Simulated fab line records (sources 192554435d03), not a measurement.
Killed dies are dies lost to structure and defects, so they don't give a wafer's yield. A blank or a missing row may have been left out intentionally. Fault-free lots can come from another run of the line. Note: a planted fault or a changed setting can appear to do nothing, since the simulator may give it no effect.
Chamber matching || flow n5-finfet || 4 sister chambers for N5_BEOL_M6_CMP_52 on cmp-03
The step polishes, stops on SiCOH lowk, t overpolish 6.9 s, target thk 80 nm. 4 wafers are shown with their chamber, then 11 later ones without.

== WAFERS, EACH WITH ITS CHAMBER ==
{"wafer": "L083.2", "chamber": 1, "motor-current-A (A)": 5.1}
{"wafer": "L087.5", "chamber": 0, "motor-current-A (A)": 5.8}
{"wafer": "L090.5", "chamber": 3, "motor-current-A (A)": 7.9}
{"wafer": "L092.1", "chamber": 2, "motor-current-A (A)": 6.2}

== WAFERS WITHOUT THEIR CHAMBER ==
{"wafer": "L092.2", "motor-current-A (A)": 5.4}
{"wafer": "L092.3", "motor-current-A (A)": 7.5}
{"wafer": "L093.3", "motor-current-A (A)": 7.5}
{"wafer": "L093.4", "motor-current-A (A)": 6.1}
{"wafer": "L093.6", "motor-current-A (A)": 6.0}
{"wafer": "L096.2", "motor-current-A (A)": 7.3}
{"wafer": "L096.4", "motor-current-A (A)": 6.2}
{"wafer": "L096.6", "motor-current-A (A)": 5.1}
{"wafer": "L097.3", "motor-current-A (A)": 5.9}
{"wafer": "L097.5", "motor-current-A (A)": 7.3}
{"wafer": "L097.6", "motor-current-A (A)": 6.0}

== WHICH CHAMBER EACH ONE RAN IN ==
{"wafer": "L092.2", "from the rows above": "can't be placed: 1 or 0 or 2", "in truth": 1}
{"wafer": "L092.3", "from the rows above": 3, "in truth": 3}
{"wafer": "L093.3", "from the rows above": 3, "in truth": 3}
{"wafer": "L093.4", "from the rows above": "can't be placed: 2 or 0", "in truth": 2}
{"wafer": "L093.6", "from the rows above": "can't be placed: 0 or 2", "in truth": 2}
{"wafer": "L096.2", "from the rows above": "can't be placed: 3 or 2", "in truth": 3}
{"wafer": "L096.4", "from the rows above": "can't be placed: 2 or 0", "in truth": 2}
{"wafer": "L096.6", "from the rows above": 1, "in truth": 1}
{"wafer": "L097.3", "from the rows above": "can't be placed: 0 or 2", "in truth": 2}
{"wafer": "L097.5", "from the rows above": "can't be placed: 3 or 2", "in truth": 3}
{"wafer": "L097.6", "from the rows above": "can't be placed: 0 or 2", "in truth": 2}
Placed correctly: 3 of 11. Can't be placed from these rows: 8 (the true chamber is among the candidates in 8). Wrongly placed: 0.
How it was worked out, from the rows above alone: a wafer's distance from a chamber is the root of the sum, over the readings, of the square of ((its reading less the chamber's mean) divided by the reading's scatter). The wafer belongs to the nearest chamber; if the next one is less than 2 further off, it can't be placed. The mean given for a chamber averages the wafers shown for that chamber. The scatter: root of mean squared gap, hidden wafer to nearest shown wafer, with one shown wafer a chamber.
